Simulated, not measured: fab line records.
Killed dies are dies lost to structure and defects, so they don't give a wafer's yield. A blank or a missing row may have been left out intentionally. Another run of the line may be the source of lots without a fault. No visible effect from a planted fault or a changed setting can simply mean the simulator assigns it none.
Chamber matching + flow n5_finfet + cvd_co-01 running N5_BEOL_M5_PRE_CLEAN_77: 3 sister chambers
The step time 15 s. 16 wafers are shown with their chamber, then 8 later ones without.

WAFERS PAIRED WITH THEIR CHAMBERS
| wafer  | chamber | heater_power_w (W) |
|--------|---------|--------------------|
| L081.2 | 2       | 107                |
| L081.4 | 2       | 109                |
| L081.5 | 1       | 68                 |
| L082.1 | 1       | 69                 |
| L082.4 | 1       | 69                 |
| L082.6 | 0       | 92                 |
| L083.2 | 2       | 109                |
| L083.5 | 2       | 108                |
| L083.6 | 0       | 93                 |
| L089.2 | 1       | 69                 |
| L089.4 | 2       | 109                |
| L089.6 | 1       | 69                 |
| L088.2 | 0       | 91                 |
| L088.3 | 1       | 69                 |
| L088.4 | 0       | 92                 |
| L090.2 | 1       | 70                 |

SIGNATURES, as means of the wafers listed above
| reading        | chamber 0 | chamber 1 | chamber 2 | scatter within a chamber |
|----------------|-----------|-----------|-----------|--------------------------|
| heater_power_w | 92.00     | 69.00     | 108.40    | 0.744                    |
Rule: for a wafer and a chamber, the distance is found by dividing, reading by reading, the gap between the wafer's reading and the chamber's mean by the reading's scatter, squaring, summing and taking the root. If the next closest chamber is less than 2 further off than the closest, the wafer can't be placed; otherwise it belongs to the closest. The scatter is the square root of a quotient: the sum, over the shown wafers, of each reading's squared deviation from its chamber's mean, divided by wafers minus chambers.

WAFERS WITH NO CHAMBER GIVEN
| wafer  | heater_power_w (W) |
|--------|--------------------|
| L090.3 | 108                |
| L090.4 | 107                |
| L091.3 | 91                 |
| L091.4 | 67                 |
| L091.5 | 90                 |
| L092.2 | 108                |
| L092.3 | 92                 |
| L092.4 | 67                 |

WHICH CHAMBER EACH WENT THROUGH
| wafer  | from the rows above | in truth |
|--------|---------------------|----------|
| L090.3 | 2                   | 2        |
| L090.4 | 2                   | 2        |
| L091.3 | 0                   | 0        |
| L091.4 | 1                   | 1        |
| L091.5 | 0                   | 0        |
| L092.2 | 2                   | 2        |
| L092.3 | 0                   | 0        |
| L092.4 | 1                   | 1        |
Correctly placed: 8 of 8. From these rows, 0 cannot be placed. Placed wrongly: 0.
